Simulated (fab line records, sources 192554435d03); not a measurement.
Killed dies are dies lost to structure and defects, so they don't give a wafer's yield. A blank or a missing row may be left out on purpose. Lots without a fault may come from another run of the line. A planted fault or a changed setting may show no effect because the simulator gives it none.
Split-lot experiment | flow n5_finfet | 7 lots, 39 wafers read, on a route of 1938 steps

THE SPLIT
At N5_BEOL_M8_DEP_56 (deposits SiCN from 3MS/NH3, target thk 10 nm, time 17.5 s), the setting target_thk_a was moved away from the recipe's 100 angstrom on 12 of the 39 wafers read, by -36.2% to +50.6%. The other wafers ran this setting at the recipe's value.

The reading is taken at the split's own step.

THE READING
SiCN_of_BEOL_M8_DEP_56.thk_nm (the simulator's own value, which no gauge read), in nm, at N5_BEOL_M8_DEP_56 (deposits SiCN from 3MS/NH3, target thk 10 nm, time 17.5 s). The file gives no usual value for it. The 27 wafers here that ran the recipe average 10.1 nm, standard deviation 0.2 nm.

wafer  | tool, chamber at the split | target_thk_a as run, angstrom | against the recipe | SiCN_of_BEOL_M8_DEP_56.thk_nm, nm | against lot-mates on the recipe
L077.1 | pecvd-04, 0                | 100                           | recipe             | 9.8                               | -
L077.2 | pecvd-04, 1                | 100                           | recipe             | 10.2                              | -
L077.4 | pecvd-04, 1                | 100                           | recipe             | 10.2                              | -
L077.3 | pecvd-04, 2,0              | 117.5                         | +17.5%             | 11.6                              | +1.5
L077.6 | pecvd-04, 2,0              | 117.5                         | +17.5%             | 11.6                              | +1.5
L077.5 | pecvd-04, 2                | 117.5                         | +17.5%             | 11.8                              | +1.7
L079.1 | pecvd-03, 1,2              | 100                           | recipe             | 10                                | -
L079.5 | pecvd-03, 1,2              | 100                           | recipe             | 10                                | -
L079.2 | pecvd-03, 0,1              | 100                           | recipe             | 10.2                              | -
L079.6 | pecvd-03, 0,1              | 100                           | recipe             | 10.2                              | -
L079.3 | pecvd-03, 2                | 100                           | recipe             | 9.8                               | -
L079.4 | pecvd-03, 0                | 100                           | recipe             | 10.4                              | -
L081.1 | pecvd-04, 2,1              | 100                           | recipe             | 10.2                              | -
L081.2 | pecvd-04, 2,1              | 100                           | recipe             | 10.2                              | -
L081.3 | pecvd-04, 0                | 63.83                         | -36.2%             | 6.2                               | -3.9
L081.4 | pecvd-04, 0                | 63.83                         | -36.2%             | 6.2                               | -3.9
L081.5 | pecvd-04, 2                | 63.83                         | -36.2%             | 6.6                               | -3.5
L081.6 | pecvd-04, 1                | 100                           | recipe             | 10                                | -
L083.2 | pecvd-01, 1,2              | 100                           | recipe             | 9.8                               | -
L083.6 | pecvd-01, 1,2              | 100                           | recipe             | 9.8                               | -
L083.4 | pecvd-01, 1                | 100                           | recipe             | 10                                | -
L086.1 | pecvd-04, 2,1,2            | 100                           | recipe             | 10.2                              | -
L086.2 | pecvd-04, 2,1,2            | 100                           | recipe             | 10.2                              | -
L086.5 | pecvd-04, 2,1,2            | 100                           | recipe             | 10.2                              | -
L086.3 | pecvd-04, 2,1,1            | 100                           | recipe             | 10.4                              | -
L086.4 | pecvd-04, 2,1,1            | 100                           | recipe             | 10.4                              | -
L086.6 | pecvd-04, 2,1,1            | 100                           | recipe             | 10.4                              | -
L089.1 | pecvd-04, 2                | 150.6                         | +50.6%             | 15                                | +4.9
L089.2 | pecvd-04, 1,2              | 100                           | recipe             | 10.2                              | -
L089.5 | pecvd-04, 1,2              | 100                           | recipe             | 10.2                              | -
L089.3 | pecvd-04, 0                | 150.6                         | +50.6%             | 14.8                              | +4.7
L089.4 | pecvd-04, 0                | 100                           | recipe             | 10                                | -
L089.6 | pecvd-04, 1                | 150.6                         | +50.6%             | 15.4                              | +5.3
L096.1 | pecvd-04, 2                | 100                           | recipe             | 10.2                              | -
L096.2 | pecvd-04, 1                | 83.9                          | -16.1%             | 8.6                               | -1.7
L096.3 | pecvd-04, 0                | 100                           | recipe             | 10                                | -
L096.4 | pecvd-04, 0                | 83.9                          | -16.1%             | 8.4                               | -1.9
L096.5 | pecvd-04, 2                | 83.9                          | -16.1%             | 8.8                               | -1.5
L096.6 | pecvd-04, 1                | 100                           | recipe             | 10.6                              | -
Where a row lists several chambers, the file gives one row for several wafers and doesn't say which wafer went through which chamber.

THE FIT
A straight line over all 39 wafers: SiCN_of_BEOL_M8_DEP_56.thk_nm changes by +0.099 nm for each +1% of target_thk_a; r = +0.99; the points scatter about the line by 0.22 nm.
The same after taking each lot's own level away (the mean of its wafers on the recipe; 39 wafers): +0.0998 nm for each +1%; r = +1.00; scatter 0.18 nm.
On that fit, the largest move of target_thk_a shifts the reading by 5 nm.
The lots' own levels span 9.87 to 10.30 nm, that is 2.1 times the standard deviation above.
So the lot-to-lot level changes the slope little: the two slopes agree.
Check: with one of the wafers moved furthest among these (+50.6%) left out of the fit, the line predicts +5.05 nm for it against its lot-mates. It came out at +4.87 nm against them.

OTHER SPLITS ON THESE WAFERS
These wafers also went through other splits before the reading. Each is held against what the fit with the lots' levels taken away leaves over:
other split on the same wafers                 | wafers away from the commonest value | r with SiCN_of_BEOL_M8_DEP_56.thk_nm (lot level and that fit taken away)
N5_FIN_CUT_CUT_ETCH_15 time_s                  | 9                                    | -0.01
N5_SDB_CUT_ETCH_26 target_depth_a              | 15                                   | +0.24
N5_HKMG_FIN_ETCH_35 target_depth_a             | 12                                   | +0.05
N5_MOL_CONTACT_COAG_VIA_ETCH_46 target_depth_a | 15                                   | -0.03
N5_BEOL_M3_HM_DEP_02 target_thk_a              | 12                                   | +0.00

THE FILE'S OWN FIT
SiCN_of_BEOL_M8_DEP_56.thk_nm changes by +0.0997 nm for each +1% of target_thk_a, r = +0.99.
